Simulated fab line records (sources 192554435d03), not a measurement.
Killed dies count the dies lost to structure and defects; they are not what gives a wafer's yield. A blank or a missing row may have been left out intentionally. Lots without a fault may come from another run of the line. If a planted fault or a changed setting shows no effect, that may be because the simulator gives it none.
Which tool was responsible?	flow n5_finfet	10 lots, 30 wafers sampled, at 3 steps of a route of 1938

== WHAT THE GAUGES READ, wafer by wafer ==
N5_BEOL_M4_RC_MEAS_101.
lot	measured	on	CJ_P
L952	day 8 17:43	prober-02	5.78 5.68 5.86
L954	day 9 17:08	prober-02	6.03 6.12 5.47
L955	day 9 19:52	prober-01	5.50 6.08 5.72
L957	day 10 00:43	prober-01	6.08 5.99 5.46
L958	day 11 03:57	prober-01	4.29 4.37 4.15
L960	day 10 09:16	prober-01	4.48 4.33 4.30
L970	day 13 05:46	prober-02	5.66 6.20 6.03
L971	day 13 16:05	prober-02	5.67 5.87 6.07
L972	day 13 23:15	prober-02	5.83 5.65 5.81
L973	day 14 19:29	prober-01	5.71 5.41 5.85

== TOOL THAT RAN EACH LOT (tool first, then ch and the chambers of the sampled wafers, then the start) ==
lot	N5_ZERO_LAYER_ETCH_17	N5_WELL_APT_IMPLANT_15
L952	rie_diel-05 ch 0,2, day 1 19:02	implanter-02 ch 0, day 1 20:14
L954	rie_diel-05 ch 0,1,2, day 2 07:06	implanter-02 ch 0, day 2 08:21
L955	rie_diel-05 ch 1,2,3, day 2 12:43	implanter-01 ch 0, day 2 14:26
L957	rie_diel-04 ch 0,1,3, day 3 00:50	implanter-01 ch 0, day 3 02:06
L958	rie_diel-04 ch 0,3, day 3 06:59	implanter-01 ch 0, day 3 08:13
L960	rie_diel-02 ch 0,2,3, day 3 18:56	implanter-01 ch 0, day 3 20:20
L970	rie_diel-02 ch 2,3, day 6 06:44	implanter-01 ch 0, day 6 08:03
L971	rie_diel-04 ch 0,1,3, day 6 12:43	implanter-01 ch 0, day 6 13:55
L972	rie_diel-02 ch 0,3, day 6 19:04	implanter-01 ch 0, day 6 20:35
L973	rie_diel-02 ch 2,3, day 7 00:50	implanter-01 ch 0, day 7 02:12
- N5_ZERO_LAYER_ETCH_17: etches SiO2 in CF4, target depth 12 nm, time 13.3 s.
- N5_WELL_APT_IMPLANT_15

== THE ANSWER, worked out from the rows above alone ==
Rule: usual is defined by the lots themselves. The widest of any qualifying gaps counts: lots, ordered by their means at a reading, are off when they make up no more than a third of the lots, leave a main group of 4 or more, and stand apart from it by 3 or more times the standard deviation of that group's means. A main group is skipped when, at the precision printed for the reading in the tables above, its means are all equal. A lot without any number at a reading at which 4 lots or more have one is off too. Where the step has rows for the other lots, those lots are counted as sound.
Off: L958, L960, seen at N5_BEOL_M4_RC_MEAS_101 (CJ_P). For the main group the mean is 5.81 and the standard deviation 0.087.
A tool fits if, at a process step before that reading, it ran every lot that is off, and no sound lot after the first of them. The gauges at N5_BEOL_M4_RC_MEAS_101 are tried like those tools. Of those tried, none fits.

== WHAT THE SIMULATOR PUT IN ==
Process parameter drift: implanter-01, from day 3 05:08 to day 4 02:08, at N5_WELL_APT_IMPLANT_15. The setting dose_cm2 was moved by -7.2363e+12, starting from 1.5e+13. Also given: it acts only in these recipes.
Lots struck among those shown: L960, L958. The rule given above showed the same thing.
